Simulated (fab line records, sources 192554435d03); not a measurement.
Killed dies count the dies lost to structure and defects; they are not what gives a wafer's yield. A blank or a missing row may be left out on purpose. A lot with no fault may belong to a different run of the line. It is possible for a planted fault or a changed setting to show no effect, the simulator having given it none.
Chamber matching || flow n5_finfet || N5_HKMG_FIN_CVD_62 on thermal_cvd_si-02 has 3 sister chambers
The step deposits a-Si from Si2H6, target thk 3 nm, time 20.8 s. 27 wafers are shown with their chamber, then 12 later ones without.

== WAFERS PAIRED WITH THEIR CHAMBERS ==
{"wafer": "L074.1", "chamber": 1, "heater_power_w (W)": 1598}
{"wafer": "L074.4", "chamber": 2, "heater_power_w (W)": 1444}
{"wafer": "L074.5", "chamber": 1, "heater_power_w (W)": 1610}
{"wafer": "L076.2", "chamber": 2, "heater_power_w (W)": 1447}
{"wafer": "L076.4", "chamber": 0, "heater_power_w (W)": 1535}
{"wafer": "L076.6", "chamber": 1, "heater_power_w (W)": 1578}
{"wafer": "L078.2", "chamber": 0, "heater_power_w (W)": 1539}
{"wafer": "L078.3", "chamber": 1, "heater_power_w (W)": 1603}
{"wafer": "L078.4", "chamber": 1, "heater_power_w (W)": 1620}
{"wafer": "L080.2", "chamber": 1, "heater_power_w (W)": 1569}
{"wafer": "L080.3", "chamber": 0, "heater_power_w (W)": 1552}
{"wafer": "L080.4", "chamber": 1, "heater_power_w (W)": 1569}
{"wafer": "L082.1", "chamber": 0, "heater_power_w (W)": 1591}
{"wafer": "L082.2", "chamber": 2, "heater_power_w (W)": 1430}
{"wafer": "L082.3", "chamber": 1, "heater_power_w (W)": 1599}
{"wafer": "L082.4", "chamber": 1, "heater_power_w (W)": 1650}
{"wafer": "L082.5", "chamber": 2, "heater_power_w (W)": 1390}
{"wafer": "L082.6", "chamber": 0, "heater_power_w (W)": 1590}
{"wafer": "L084.1", "chamber": 2, "heater_power_w (W)": 1457}
{"wafer": "L084.5", "chamber": 0, "heater_power_w (W)": 1561}
{"wafer": "L084.6", "chamber": 2, "heater_power_w (W)": 1453}
{"wafer": "L086.1", "chamber": 2, "heater_power_w (W)": 1461}
{"wafer": "L086.5", "chamber": 0, "heater_power_w (W)": 1586}
{"wafer": "L086.6", "chamber": 2, "heater_power_w (W)": 1405}
{"wafer": "L088.1", "chamber": 2, "heater_power_w (W)": 1400}
{"wafer": "L088.3", "chamber": 0, "heater_power_w (W)": 1560}
{"wafer": "L088.5", "chamber": 1, "heater_power_w (W)": 1622}

SIGNATURES (averages over the wafers above)
{"reading": "heater_power_w", "chamber 0": 1564.25, "chamber 1": 1601.80, "chamber 2": 1431.89, "scatter within a chamber": 25.2}
Rule: for each reading, subtract the chamber's mean from the wafer's reading, divide by that reading's scatter and square the result; add these up over the readings and take the root, which gives the wafer's distance from the chamber. The wafer belongs to the nearest chamber; if the next one is less than 2 further off, it can't be placed. How the scatter is found: for the shown wafers, subtract from each reading the mean of its chamber, square and add these, divide the total by (wafers less chambers), then take the root.

== WAFERS WITH NO CHAMBER GIVEN ==
{"wafer": "L090.2", "heater_power_w (W)": 1566}
{"wafer": "L090.3", "heater_power_w (W)": 1595}
{"wafer": "L090.4", "heater_power_w (W)": 1607}
{"wafer": "L092.2", "heater_power_w (W)": 1400}
{"wafer": "L092.4", "heater_power_w (W)": 1557}
{"wafer": "L092.6", "heater_power_w (W)": 1600}
{"wafer": "L094.2", "heater_power_w (W)": 1585}
{"wafer": "L094.3", "heater_power_w (W)": 1598}
{"wafer": "L094.4", "heater_power_w (W)": 1560}
{"wafer": "L096.1", "heater_power_w (W)": 1581}
{"wafer": "L096.3", "heater_power_w (W)": 1454}
{"wafer": "L096.5", "heater_power_w (W)": 1613}

== WHICH CHAMBER EACH ONE RAN IN ==
{"wafer": "L090.2", "from the rows above": "can't be placed: 0 or 1", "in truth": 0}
{"wafer": "L090.3", "from the rows above": "can't be placed: 1 or 0", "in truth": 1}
{"wafer": "L090.4", "from the rows above": "can't be placed: 1 or 0", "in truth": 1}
{"wafer": "L092.2", "from the rows above": 2, "in truth": 2}
{"wafer": "L092.4", "from the rows above": "can't be placed: 0 or 1", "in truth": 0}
{"wafer": "L092.6", "from the rows above": "can't be placed: 1 or 0", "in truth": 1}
{"wafer": "L094.2", "from the rows above": "can't be placed: 1 or 0", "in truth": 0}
{"wafer": "L094.3", "from the rows above": "can't be placed: 1 or 0", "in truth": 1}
{"wafer": "L094.4", "from the rows above": "can't be placed: 0 or 1", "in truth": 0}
{"wafer": "L096.1", "from the rows above": "can't be placed: 0 or 1", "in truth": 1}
{"wafer": "L096.3", "from the rows above": 2, "in truth": 2}
{"wafer": "L096.5", "from the rows above": "can't be placed: 1 or 0", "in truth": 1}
Correct placement for 2 of the 12. From these rows, 10 cannot be placed; in 10 the true chamber is one of the candidates. Number placed wrongly: 0.
